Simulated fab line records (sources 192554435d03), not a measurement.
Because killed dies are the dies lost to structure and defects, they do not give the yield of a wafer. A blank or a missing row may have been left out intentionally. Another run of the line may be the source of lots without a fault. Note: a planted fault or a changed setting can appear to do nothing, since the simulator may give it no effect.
What tool caused it? || flow n5Finfet || 11 lots, 32 wafers sampled, at 4 steps of a route of 1938

WHAT THE GAUGES READ, wafer by wafer
The record holds no reading of a measuring or inspecting step that can be judged against a usual standard deviation.

WHAT TOOL EACH LOT RAN ON (gives the tool, then ch and the chambers of the sampled wafers, and finally the start)
{"lot": "L341", "N5_GATE_CUT_CMP_23": "cmp-04 ch 0, day 4 21:31", "N5_MOL_CONTACT_COAG_ETCH_110": "rieDiel-05 ch 0,3, day 4 23:13", "N5_MOL_CONTACT_COAG_STRIP_98": "rieDiel-05 ch 0,3, day 4 23:16", "N5_MOL_CONTACT_COAG_PRE_CLEAN_141": "pvdSputter-03, day 5 03:25"}
{"lot": "L342", "N5_GATE_CUT_CMP_23": "cmp-04 ch 1,2, day 5 03:17", "N5_MOL_CONTACT_COAG_ETCH_110": "rieDiel-06 ch 0,1,3, day 5 05:03", "N5_MOL_CONTACT_COAG_STRIP_98": "rieDiel-06 ch 0,1,3, day 5 05:05", "N5_MOL_CONTACT_COAG_PRE_CLEAN_141": "pvdSputter-03, day 5 08:13"}
{"lot": "L343", "N5_GATE_CUT_CMP_23": "cmp-03 ch 0,1,3, day 5 07:29", "N5_MOL_CONTACT_COAG_ETCH_110": "rieDiel-02 ch 0,1,2, day 5 09:22", "N5_MOL_CONTACT_COAG_STRIP_98": "rieDiel-02 ch 0,1,2, day 5 09:25", "N5_MOL_CONTACT_COAG_PRE_CLEAN_141": "pvdSputter-02, day 5 11:34"}
{"lot": "L352", "N5_GATE_CUT_CMP_23": "cmp-01 ch 0,1,2, day 7 10:30", "N5_MOL_CONTACT_COAG_ETCH_110": "rieDiel-02 ch 1,2, day 7 12:17", "N5_MOL_CONTACT_COAG_STRIP_98": "rieDiel-02 ch 1,2, day 7 12:20", "N5_MOL_CONTACT_COAG_PRE_CLEAN_141": "pvdSputter-02, day 7 16:11"}
{"lot": "L354", "N5_GATE_CUT_CMP_23": "cmp-03 ch 1,2,3, day 7 20:44", "N5_MOL_CONTACT_COAG_ETCH_110": "rieDiel-06 ch 0,2, day 7 22:27", "N5_MOL_CONTACT_COAG_STRIP_98": "rieDiel-06 ch 0,2, day 7 22:30", "N5_MOL_CONTACT_COAG_PRE_CLEAN_141": "pvdSputter-02, day 8 01:03"}
{"lot": "L355", "N5_GATE_CUT_CMP_23": "cmp-04 ch 1,2,3, day 8 03:40", "N5_MOL_CONTACT_COAG_ETCH_110": "rieDiel-06 ch 0,3, day 8 05:22", "N5_MOL_CONTACT_COAG_STRIP_98": "rieDiel-06 ch 0,3, day 8 05:25", "N5_MOL_CONTACT_COAG_PRE_CLEAN_141": "pvdSputter-02, day 8 07:19"}
{"lot": "L356", "N5_GATE_CUT_CMP_23": "cmp-04 ch 0,2, day 8 11:23", "N5_MOL_CONTACT_COAG_ETCH_110": "rieDiel-02 ch 0,1,3, day 8 13:32", "N5_MOL_CONTACT_COAG_STRIP_98": "rieDiel-02 ch 0,1,3, day 8 13:35", "N5_MOL_CONTACT_COAG_PRE_CLEAN_141": "pvdSputter-03, day 8 16:25"}
{"lot": "L357", "N5_GATE_CUT_CMP_23": "cmp-03 ch 0,3, day 8 13:52", "N5_MOL_CONTACT_COAG_ETCH_110": "rieDiel-02 ch 0,2, day 8 15:42", "N5_MOL_CONTACT_COAG_STRIP_98": "rieDiel-02 ch 0,2, day 8 15:45", "N5_MOL_CONTACT_COAG_PRE_CLEAN_141": "pvdSputter-03, day 8 17:23"}
{"lot": "L360", "N5_GATE_CUT_CMP_23": "cmp-03 ch 1,2,3, day 9 09:59", "N5_MOL_CONTACT_COAG_ETCH_110": "rieDiel-06 ch 0,1,3, day 9 11:44", "N5_MOL_CONTACT_COAG_STRIP_98": "rieDiel-06 ch 0,1,3, day 9 11:47", "N5_MOL_CONTACT_COAG_PRE_CLEAN_141": "pvdSputter-02, day 9 13:34"}
{"lot": "L362", "N5_GATE_CUT_CMP_23": "cmp-01 ch 1,2,3, day 9 20:14", "N5_MOL_CONTACT_COAG_ETCH_110": "rieDiel-05 ch 1,2,3, day 9 22:05", "N5_MOL_CONTACT_COAG_STRIP_98": "rieDiel-05 ch 1,2,3, day 9 22:08", "N5_MOL_CONTACT_COAG_PRE_CLEAN_141": "pvdSputter-01, day 10 00:12"}
{"lot": "L364", "N5_GATE_CUT_CMP_23": "cmp-01 ch 0,1,3, day 10 10:10", "N5_MOL_CONTACT_COAG_ETCH_110": "rieDiel-06 ch 0,2,3, day 10 11:47", "N5_MOL_CONTACT_COAG_STRIP_98": "rieDiel-06 ch 0,2,3, day 10 11:50", "N5_MOL_CONTACT_COAG_PRE_CLEAN_141": "pvdSputter-02, day 10 13:22"}
- N5_GATE_CUT_CMP_23: polishes, stops on SiO2, t overpolish 23.4 s, target thk 16 nm.
- N5_MOL_CONTACT_COAG_ETCH_110: etches Si in CF4/O2, target depth 2.5 nm, time 8 s.
- N5_MOL_CONTACT_COAG_STRIP_98: strips in N2/H2.
- N5_MOL_CONTACT_COAG_PRE_CLEAN_141: time 60 s.

AS READ BY THE TOOLS THEMSELVES (means over the sampled wafers that have a number; for cases with no such wafer, the mark the record gives instead)
N5_GATE_CUT_CMP_23.
{"lot": "L341", "tool": "cmp-04", "motorCurrentA (A)": 8.4, "overpolishRunS (s)": 23.399, "slurryFlowMlMin": 150.2, "timeToEndpointS (s)": 21.3}
{"lot": "L342", "tool": "cmp-04", "motorCurrentA (A)": 9.1, "overpolishRunS (s)": 23.400, "slurryFlowMlMin": 150.1, "timeToEndpointS (s)": 18.0}
{"lot": "L343", "tool": "cmp-03", "motorCurrentA (A)": 9.5, "overpolishRunS (s)": 23.408, "slurryFlowMlMin": 149.7, "timeToEndpointS (s)": 21.4}
{"lot": "L352", "tool": "cmp-01", "motorCurrentA (A)": 8.6, "overpolishRunS (s)": 23.411, "slurryFlowMlMin": 149.7, "timeToEndpointS (s)": 18.7}
{"lot": "L354", "tool": "cmp-03", "motorCurrentA (A)": 9.6, "overpolishRunS (s)": 23.399, "slurryFlowMlMin": 150.2, "timeToEndpointS (s)": 18.2}
{"lot": "L355", "tool": "cmp-04", "motorCurrentA (A)": 8.7, "overpolishRunS (s)": 23.414, "slurryFlowMlMin": 150.2, "timeToEndpointS (s)": 16.5}
{"lot": "L356", "tool": "cmp-04", "motorCurrentA (A)": 8.8, "overpolishRunS (s)": 23.394, "slurryFlowMlMin": 150.4, "timeToEndpointS (s)": 19.0}
{"lot": "L357", "tool": "cmp-03", "motorCurrentA (A)": 10.2, "overpolishRunS (s)": 23.399, "slurryFlowMlMin": 150.2, "timeToEndpointS (s)": 17.5}
{"lot": "L360", "tool": "cmp-03", "motorCurrentA (A)": 9.5, "overpolishRunS (s)": 23.396, "slurryFlowMlMin": 149.8, "timeToEndpointS (s)": 20.6}
{"lot": "L362", "tool": "cmp-01", "motorCurrentA (A)": 8.9, "overpolishRunS (s)": 23.397, "slurryFlowMlMin": 150.3, "timeToEndpointS (s)": 17.4}
{"lot": "L364", "tool": "cmp-01", "motorCurrentA (A)": 9.0, "overpolishRunS (s)": 23.405, "slurryFlowMlMin": 149.6, "timeToEndpointS (s)": 16.9}

N5_MOL_CONTACT_COAG_ETCH_110.
{"lot": "L341", "tool": "rieDiel-05", "cf4FlowSccm (sccm)": 100.05, "drypumpMotorCurrentA (A)": 5.5, "oes_f_703_au (a.u.)": 0.82, "oesProductAu (a.u.)": 0.84, "rfFwdPowerW (W)": 197.6, "rfVppV (V)": 126.4, "showerheadPlenumPTorr (Torr)": 2.17, "throttleValvePct (%)": 10.3}
{"lot": "L342", "tool": "rieDiel-06", "cf4FlowSccm (sccm)": 99.95, "drypumpMotorCurrentA (A)": 5.8, "oes_f_703_au (a.u.)": 0.74, "oesProductAu (a.u.)": 0.73, "rfFwdPowerW (W)": 197.5, "rfVppV (V)": 124.3, "showerheadPlenumPTorr (Torr)": 2.18, "throttleValvePct (%)": 10.9}
{"lot": "L343", "tool": "rieDiel-02", "cf4FlowSccm (sccm)": 99.93, "drypumpMotorCurrentA (A)": 5.6, "oes_f_703_au (a.u.)": 0.90, "oesProductAu (a.u.)": 0.90, "rfFwdPowerW (W)": 198.2, "rfVppV (V)": 124.5, "showerheadPlenumPTorr (Torr)": 2.18, "throttleValvePct (%)": 10.4}
{"lot": "L352", "tool": "rieDiel-02", "cf4FlowSccm (sccm)": 100.01, "drypumpMotorCurrentA (A)": 6.0, "oes_f_703_au (a.u.)": 0.85, "oesProductAu (a.u.)": 0.83, "rfFwdPowerW (W)": 198.6, "rfVppV (V)": 124.5, "showerheadPlenumPTorr (Torr)": 2.17, "throttleValvePct (%)": 10.5}
{"lot": "L354", "tool": "rieDiel-06", "cf4FlowSccm (sccm)": 100.11, "drypumpMotorCurrentA (A)": 5.4, "oes_f_703_au (a.u.)": 0.80, "oesProductAu (a.u.)": 0.79, "rfFwdPowerW (W)": 197.6, "rfVppV (V)": 124.2, "showerheadPlenumPTorr (Torr)": 2.14, "throttleValvePct (%)": 11.0}
{"lot": "L355", "tool": "rieDiel-06", "cf4FlowSccm (sccm)": 99.86, "drypumpMotorCurrentA (A)": 5.4, "oes_f_703_au (a.u.)": 0.74, "oesProductAu (a.u.)": 0.72, "rfFwdPowerW (W)": 197.8, "rfVppV (V)": 123.9, "showerheadPlenumPTorr (Torr)": 2.17, "throttleValvePct (%)": 11.1}
{"lot": "L356", "tool": "rieDiel-02", "cf4FlowSccm (sccm)": 100.02, "drypumpMotorCurrentA (A)": 5.5, "oes_f_703_au (a.u.)": 1.13, "oesProductAu (a.u.)": 0.93, "rfFwdPowerW (W)": 246.1, "rfVppV (V)": 112.4, "showerheadPlenumPTorr (Torr)": 2.19, "throttleValvePct (%)": 10.6}
{"lot": "L357", "tool": "rieDiel-02", "cf4FlowSccm (sccm)": 99.86, "drypumpMotorCurrentA (A)": 5.9, "oes_f_703_au (a.u.)": 1.14, "oesProductAu (a.u.)": 0.92, "rfFwdPowerW (W)": 245.6, "rfVppV (V)": 109.2, "showerheadPlenumPTorr (Torr)": 2.17, "throttleValvePct (%)": 10.6}
{"lot": "L360", "tool": "rieDiel-06", "cf4FlowSccm (sccm)": 100.15, "drypumpMotorCurrentA (A)": 5.8, "oes_f_703_au (a.u.)": 0.81, "oesProductAu (a.u.)": 0.80, "rfFwdPowerW (W)": 197.6, "rfVppV (V)": 126.0, "showerheadPlenumPTorr (Torr)": 2.26, "throttleValvePct (%)": 10.8}
{"lot": "L362", "tool": "rieDiel-05", "cf4FlowSccm (sccm)": 100.05, "drypumpMotorCurrentA (A)": 6.0, "oes_f_703_au (a.u.)": 0.79, "oesProductAu (a.u.)": 0.80, "rfFwdPowerW (W)": 199.1, "rfVppV (V)": 128.8, "showerheadPlenumPTorr (Torr)": 2.18, "throttleValvePct (%)": 10.6}
{"lot": "L364", "tool": "rieDiel-06", "cf4FlowSccm (sccm)": 99.88, "drypumpMotorCurrentA (A)": 5.8, "oes_f_703_au (a.u.)": 0.78, "oesProductAu (a.u.)": 0.76, "rfFwdPowerW (W)": 197.3, "rfVppV (V)": 124.7, "showerheadPlenumPTorr (Torr)": 2.20, "throttleValvePct (%)": 10.9}

N5_MOL_CONTACT_COAG_STRIP_98.
{"lot": "L341", "tool": "rieDiel-05", "drypumpMotorCurrentA (A)": 5.5, "oesProductAu (a.u.)": 0.84, "powerW (W)": 499.4, "rfVppV (V)": 53.5, "showerheadPlenumPTorr (Torr)": 3.27, "throttleValvePct (%)": 18.5}
{"lot": "L342", "tool": "rieDiel-06", "drypumpMotorCurrentA (A)": 5.8, "oesProductAu (a.u.)": 0.72, "powerW (W)": 499.0, "rfVppV (V)": 52.3, "showerheadPlenumPTorr (Torr)": 3.30, "throttleValvePct (%)": 18.9}
{"lot": "L343", "tool": "rieDiel-02", "drypumpMotorCurrentA (A)": 5.6, "oesProductAu (a.u.)": 0.90, "powerW (W)": 498.9, "rfVppV (V)": 53.7, "showerheadPlenumPTorr (Torr)": 3.29, "throttleValvePct (%)": 18.7}
{"lot": "L352", "tool": "rieDiel-02", "drypumpMotorCurrentA (A)": 6.0, "oesProductAu (a.u.)": 0.82, "powerW (W)": 501.5, "rfVppV (V)": 52.6, "showerheadPlenumPTorr (Torr)": 3.27, "throttleValvePct (%)": 18.7}
{"lot": "L354", "tool": "rieDiel-06", "drypumpMotorCurrentA (A)": 5.3, "oesProductAu (a.u.)": 0.78, "powerW (W)": 500.7, "rfVppV (V)": 54.7, "showerheadPlenumPTorr (Torr)": 3.23, "throttleValvePct (%)": 19.1}
{"lot": "L355", "tool": "rieDiel-06", "drypumpMotorCurrentA (A)": 5.4, "oesProductAu (a.u.)": 0.71, "powerW (W)": 500.0, "rfVppV (V)": 54.4, "showerheadPlenumPTorr (Torr)": 3.30, "throttleValvePct (%)": 19.3}
{"lot": "L356", "tool": "rieDiel-02", "drypumpMotorCurrentA (A)": 5.5, "oesProductAu (a.u.)": 0.81, "powerW (W)": 499.4, "rfVppV (V)": 55.1, "showerheadPlenumPTorr (Torr)": 3.30, "throttleValvePct (%)": 18.9}
{"lot": "L357", "tool": "rieDiel-02", "drypumpMotorCurrentA (A)": 5.8, "oesProductAu (a.u.)": 0.83, "powerW (W)": 499.7, "rfVppV (V)": 53.9, "showerheadPlenumPTorr (Torr)": 3.27, "throttleValvePct (%)": 19.1}
{"lot": "L360", "tool": "rieDiel-06", "drypumpMotorCurrentA (A)": 5.8, "oesProductAu (a.u.)": 0.79, "powerW (W)": 500.8, "rfVppV (V)": 54.8, "showerheadPlenumPTorr (Torr)": 3.42, "throttleValvePct (%)": 18.9}
{"lot": "L362", "tool": "rieDiel-05", "drypumpMotorCurrentA (A)": 6.0, "oesProductAu (a.u.)": 0.80, "powerW (W)": 500.0, "rfVppV (V)": 52.4, "showerheadPlenumPTorr (Torr)": 3.28, "throttleValvePct (%)": 18.6}
{"lot": "L364", "tool": "rieDiel-06", "drypumpMotorCurrentA (A)": 5.9, "oesProductAu (a.u.)": 0.76, "powerW (W)": 501.1, "rfVppV (V)": 53.0, "showerheadPlenumPTorr (Torr)": 3.32, "throttleValvePct (%)": 19.1}

N5_MOL_CONTACT_COAG_PRE_CLEAN_141.
{"lot": "L341", "tool": "pvdSputter-03", "heaterPowerW (W)": 468}
{"lot": "L342", "tool": "pvdSputter-03", "heaterPowerW (W)": 469}
{"lot": "L343", "tool": "pvdSputter-02", "heaterPowerW (W)": 506}
{"lot": "L352", "tool": "pvdSputter-02", "heaterPowerW (W)": 498}
{"lot": "L354", "tool": "pvdSputter-02", "heaterPowerW (W)": 506}
{"lot": "L355", "tool": "pvdSputter-02", "heaterPowerW (W)": 510}
{"lot": "L356", "tool": "pvdSputter-03", "heaterPowerW (W)": 469}
{"lot": "L357", "tool": "pvdSputter-03", "heaterPowerW (W)": 451}
{"lot": "L360", "tool": "pvdSputter-02", "heaterPowerW (W)": 486}
{"lot": "L362", "tool": "pvdSputter-01", "heaterPowerW (W)": 443}
{"lot": "L364", "tool": "pvdSputter-02", "heaterPowerW (W)": 478}

THE ANSWER, worked out from the rows above alone
Rule: the lots themselves supply what counts as usual. The widest of any qualifying gaps counts: lots, ordered by their means at a reading, are off when they make up no more than a third of the lots, leave a main group of 4 or more, and stand apart from it by 3 or more times the standard deviation of that group's means. The tables above print the reading to a certain number of digits; a main group whose means all agree to those digits is not used. Also off: a lot with no number at a reading for which 4 or more lots have one. Where the step has rows for the other lots, those lots are counted as sound. After the gauges, taken in route order, come the tools' own readings; for these a lot's mean is taken, as printed above. The first step at which some lot is off is used, and at that step the reading that is off furthest; a lot without a number counts as furthest.
Off: L356, L357 (N5_MOL_CONTACT_COAG_ETCH_110, rfFwdPowerW). Main group: mean 197.9 W, sd 0.56.
A tool fits if, at that step or a process step before it, it ran every lot that is off, and no sound lot after the first of them. One fits: N5_MOL_CONTACT_COAG_ETCH_110 on rieDiel-02. A fault onset in the window from L352 (day 7 12:17, its last sound lot) to L356 (day 8 13:32, its first lot off) fits.
The tool's own readings at N5_MOL_CONTACT_COAG_ETCH_110 bear it out: on the lots that are off they differ by more than 5 times the standard deviation of the sound lots' means. oes_f_703_au reads 1.13 a.u. there against 0.80 a.u. on the sound lots; rfFwdPowerW reads 245.8 W there against 197.9 W on the sound lots; rfVppV reads 110.8 V there against 125.3 V on the sound lots.

WHAT THE SIMULATOR HAD INSERTED
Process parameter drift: rieDiel-02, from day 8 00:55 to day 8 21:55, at N5_MOL_CONTACT_COAG_ETCH_110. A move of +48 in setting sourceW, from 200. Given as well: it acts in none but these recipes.
Shown lots that were struck: L356, L357. The rule given above showed the same thing.
